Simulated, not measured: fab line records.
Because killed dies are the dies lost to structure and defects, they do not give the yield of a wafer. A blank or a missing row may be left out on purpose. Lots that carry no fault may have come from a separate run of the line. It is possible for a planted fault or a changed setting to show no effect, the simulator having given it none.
A lot that was struck, set against a sound lot    flow nand_harc    15 out of 1159 route steps
Sound: wafers L120.2, L120.4, L120.5. Struck: wafer L122.2. (L122.5, L122.6 of the same lot were not struck and are left out.) The cause comes at the end.
At each step with rows: each side's tool, then ch and its chambers, then its first start. Under that, the readings that differ: sound wafers    struck wafers    difference of the means    sigmas: that difference in standard deviations of wafers without a fault.
alike: same words and numbers on both sides, and readings whose means sit less than 2 such deviations apart. not compared: any withheld reading, any reading some wafer has no value for, any bound like >300 that may hide the same value, and any number with overlapping values for which the record gives no deviation.
Wherever a step has rows on one side only, a row that says differs or no value, or a row with sigmas, the two part there. Numbers that don't overlap but have no deviation are shown without sigmas and don't part them. A reading missing from all wafers of one side parts the sides only when that side holds two or more wafers.

first, 7 steps without rows for these wafers: NHARC_A_SLIT_HMDS_02 (time 30 s); NHARC_A_SLIT_COAT_03 (resist thk 90 nm); NHARC_A_SLIT_SOFTBAKE_04 (time 55 s); NHARC_A_SLIT_EBR_05; NHARC_A_SLIT_EXPOSE_06 (exposes mask SLIT); NHARC_A_SLIT_PEB_07 (peb time 65 s); NHARC_A_SLIT_DEVELOP_08 (develop time 35 s).
NHARC_A_SLIT_CD_MEAS_09: the cd target is 300 nm.
  sound on cd_sem-03 ch 0, day 18 02:40; struck on cd_sem-03 ch 0, day 18 22:37
  alike: cd_nm
NHARC_A_SLIT_OVL_MEAS_10:
  sound on overlay-02, day 18 02:44; struck on overlay-01, day 18 22:42
  alike: overlay_x_nm, overlay_y_nm
NHARC_A_SLIT_INSPECT_11:
  sound on defect_inspect-02, day 18 02:47; struck on defect_inspect-01, day 18 22:44
reading           sound     struck  difference  sigmas
raw_defect_count  18 13 10  48      +34         +3
NHARC_A_SLIT_DESCUM_14: chemistry O2, time 3 s.
  sound on rie_diel-10 ch 0,1, day 18 02:51; struck on rie_diel-13 ch 0, day 18 22:49
  alike: drypump_motor_current_A, oes_product_au, rf_vpp_V, showerhead_plenum_p_Torr, throttle_valve_pct
  not compared: rf_hours_counter_h
NHARC_A_SLIT_ETCH_24: etches the open film in CF4/CHF3, target depth 121 nm, time 60.5 s.
  sound on rie_diel-10 ch 0,1,2, day 18 02:56; struck on rie_diel-13 ch 2, day 18 22:53
  alike: drypump_motor_current_A, oes_product_au, rf_vpp_V, run_length_s, showerhead_plenum_p_Torr, throttle_valve_pct
  not compared: rf_hours_counter_h
NHARC_A_SLIT_ETCH_15: etches the open film in O2/COS, target depth 3200 nm, time 832 s.
  sound on rie_diel-10 ch 0,3, day 18 03:01; struck on rie_diel-13 ch 0, day 18 23:09
reading                sound              struck  difference  sigmas
oes_product_au (a.u.)  1.005 1.033 1.000  0.971   -0.042      -3
run_length_s (s)       852.3 852.6 852.6  593.0   -259.5      -99 or more
  alike: drypump_motor_current_A, rf_vpp_V, showerhead_plenum_p_Torr, throttle_valve_pct
  not compared: rf_hours_counter_h
NHARC_A_SLIT_ETCH_17: etches the open film in C4F8/O2/Ar, time 1687.5 s, target depth 10100 nm.
  sound on har_etch-01 ch 0,1, day 18 03:52; struck on har_etch-02 ch 1, day 18 23:49
  alike: drypump_motor_current_A, run_length_s, showerhead_plenum_p_Torr, throttle_valve_pct
  not compared: rf_hours_counter_h
-- jump in the record: it breaks off in module A_SLIT and resumes in module END (first step shown: number 1159 of the route), and 5 days separate the struck wafers' starts before and after --
NHARC_END_SORT_01:
  sound on prober-01 ch 0, day 23 05:09; struck on prober-02 ch 0, day 23 21:11
reading              sound     struck                    difference                    sigmas
hold                 - - -     await_dispo/1.6h/release  no value on the sound wafers  
killed_at_array      21 15 12  672                       +656                          +66
killed_at_periphery  18 10 7   5                         -7                            -2
killed_dies          39 25 20  677                       +649                          +65
  alike: killed_at_other, killed_open, killed_short

## WHERE THEY PART
Earliest at NHARC_A_SLIT_INSPECT_11; latest, in this record, at NHARC_END_SORT_01.

WHY: what had been put in by the simulator
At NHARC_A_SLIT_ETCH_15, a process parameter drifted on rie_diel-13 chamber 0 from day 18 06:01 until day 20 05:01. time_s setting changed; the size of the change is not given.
